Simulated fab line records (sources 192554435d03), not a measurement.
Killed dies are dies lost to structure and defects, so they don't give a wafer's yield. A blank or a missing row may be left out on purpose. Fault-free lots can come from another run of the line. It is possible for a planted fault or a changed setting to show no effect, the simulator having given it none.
Matching of chambers + flow n5 finfet + ald sin-02 running N5_STI_FIN_REVEAL_ALD_14: 4 sister chambers
The step deposits Si3N4, target thk 3 nm. 7 wafers are shown with their chamber, then 7 later ones without.

== WAFERS WITH THEIR CHAMBER ==
| wafer  | chamber | heater power outer w (W) | heater power w (W) |
|--------|---------|--------------------------|--------------------|
| L080.4 | 3       | 433                      | 716                |
| L080.5 | 3       | 425                      | 730                |
| L082.1 | 0       | 553                      | 897                |
| L082.3 | 2       | 476                      | 765                |
| L082.5 | 0       | 544                      | 939                |
| L086.1 | 1       | 484                      | 790                |
| L086.3 | 2       | 456                      | 723                |

== WAFERS WITH NO CHAMBER GIVEN ==
| wafer  | heater power outer w (W) | heater power w (W) |
|--------|--------------------------|--------------------|
| L086.4 | 553                      | 903                |
| L090.1 | 490                      | 780                |
| L090.3 | 573                      | 923                |
| L090.5 | 454                      | 708                |
| L092.3 | 461                      | 707                |
| L092.4 | 494                      | 780                |
| L092.6 | 459                      | 718                |

== WHICH CHAMBER EACH WENT THROUGH ==
| wafer  | from the rows above     | in truth |
|--------|-------------------------|----------|
| L086.4 | 0                       | 0        |
| L090.1 | 1                       | 1        |
| L090.3 | 0                       | 0        |
| L090.5 | can't be placed: 2 or 3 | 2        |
| L092.3 | can't be placed: 2 or 3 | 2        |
| L092.4 | 1                       | 1        |
| L092.6 | can't be placed: 2 or 3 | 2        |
4 of 7 placed correctly. Unplaceable from these rows: 3, with the true chamber sitting among the candidates in 3. 0 placed wrongly.
How it was worked out, from the rows above alone: a wafer's distance from a chamber is the root of the sum, over the readings, of the square of ((its reading less the chamber's mean) divided by the reading's scatter). If the next closest chamber is less than 2 further off than the closest, the wafer can't be placed; otherwise it belongs to the closest. The mean given for a chamber averages the wafers shown for that chamber. The scatter: the root of (the sum of the squares of (reading less its chamber's mean) over the shown wafers, divided by (wafers less chambers)).
